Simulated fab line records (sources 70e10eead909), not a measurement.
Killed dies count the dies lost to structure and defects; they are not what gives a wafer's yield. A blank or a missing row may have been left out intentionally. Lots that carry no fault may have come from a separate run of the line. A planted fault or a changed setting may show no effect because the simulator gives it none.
Comparing a struck lot with a sound one ; flow nand harc ; 18 out of 1159 route steps
Sound: wafers L510.1, L510.5, L510.6. Wafers struck: L512.2, L512.3, L512.4. The cause is named last.
Order at every step that has rows: each side's tool, ch and its chambers, its first start. Under that, the readings that differ: sound wafers ; struck wafers ; difference of the means ; sigmas: that difference in standard deviations of wafers without a fault.
alike: words and numbers the same on both sides, and readings whose means are apart by under 2 such deviations; not compared: readings that were withheld, readings missing a value for some wafer, numbers with overlapping values and no deviation given by the record, and bounds like >300 which may hide the same value.
A row with sigmas, a row that says differs or no value, or rows on one side alone: a step with any of these is where the two part. When numbers do not overlap yet have no deviation, they are printed without sigmas and do not part them. A reading that every wafer of one side lacks parts them only if that side has two wafers or more.

NHARC_P_GATE_ALD_36: deposits SiNx, target thk 20 nm, pulse time 60 s, ald cycles 223.
  sound on ald sin-02 ch 1,2, day 7 00:50; struck on ald sin-04 ch 0,1,3, day 8 01:09
reading;sound;struck;difference;sigmas
susceptor temp C (C);400.30 400.37 399.98;399.99 399.58 399.51;-0.52;-2
  alike: heater power w, precursor pulse height rel
NHARC_P_GATE_ETCHBACK_37: etches the open film in CHF3/O2, target depth 34.5 nm, time 17.2 s.
  sound on rie diel-11 ch 0,3; struck on rie diel-11 ch 0,1,3
  alike: drypump motor current A, mfc ar sccm, oes product au, rf fwd power W, rf vpp V, showerhead plenum p Torr, throttle valve pct
  not compared: rf hours counter h
NHARC_P_GATE_STRIP_101: strips in O2, time 20 s.
  sound on rie diel-11 ch 0,3, day 7 09:35; struck on rie diel-11 ch 1,2,3, day 8 10:41
  alike: drypump motor current A, mfc ar sccm, oes product au, rf vpp V, showerhead plenum p Torr, throttle valve pct
  not compared: rf hours counter h
then, 9 steps without rows for these wafers: NHARC_P_GATE_PRECLEAN_97 (cleans in SPM, time 600 s); NHARC_P_GATE_SRD_98; NHARC_P_GATE_PRECLEAN_99 (cleans in SC1); NHARC_P_GATE_SRD_100; NHARC_P_GATE_DEHYDRATE_38 (time 120 s); NHARC_P_GATE_HMDS_39 (time 30 s); NHARC_P_GATE_COAT_40; NHARC_P_GATE_SOFTBAKE_41 (time 95 s); NHARC_P_GATE_EBR_42.
NHARC_P_GATE_EXPOSE_43: exposes mask P NSD, target cd 720 nm.
  sound on krf scanner-01 ch 0, day 7 10:21; struck on krf scanner-01 ch 0, day 8 11:35
reading;sound;struck;difference;sigmas
mask;P_NSD#0 P_NSD#0 P_NSD#0;P_PSD#0 P_PSD#0 P_PSD#0;differs;
then, 2 steps without rows for these wafers: NHARC_P_GATE_PEB_44 (peb time 85 s); NHARC_P_GATE_DEVELOP_45 (time 70 s).
NHARC_P_GATE_CD_MEAS_46: target cd 720 nm.
  sound on cd sem-03 ch 0, day 7 10:30; struck on cd sem-02 ch 0, day 8 11:44
reading;sound;struck;difference;sigmas
cd nm (nm);718.5 720.1 718.2;- - -;no value on the struck wafers;
then, 1 step without rows for these wafers: NHARC_P_GATE_HARDBAKE_47 (time 80 s).
-- jump in the record: it breaks off in module P_GATE and resumes in module END (first step shown: number 1159 of the route), and 14 days separate the struck wafers' starts before and after --
NHARC_END_SORT_01:
  sound on prober-02 ch 0, day 21 08:16; struck on prober-02 ch 0, day 22 21:40
reading;sound;struck;difference;sigmas
killed at periphery;2 2 3;653 656 650;+651;+99 or more
killed dies;20 22 25;677 677 677;+655;+82
  alike: killed at array, killed at other, killed open, killed short

WHERE THEY PART
Last at NHARC_END_SORT_01 as far as this record goes, first at NHARC_P_GATE_ALD_36.

WHY: what had been put in by the simulator
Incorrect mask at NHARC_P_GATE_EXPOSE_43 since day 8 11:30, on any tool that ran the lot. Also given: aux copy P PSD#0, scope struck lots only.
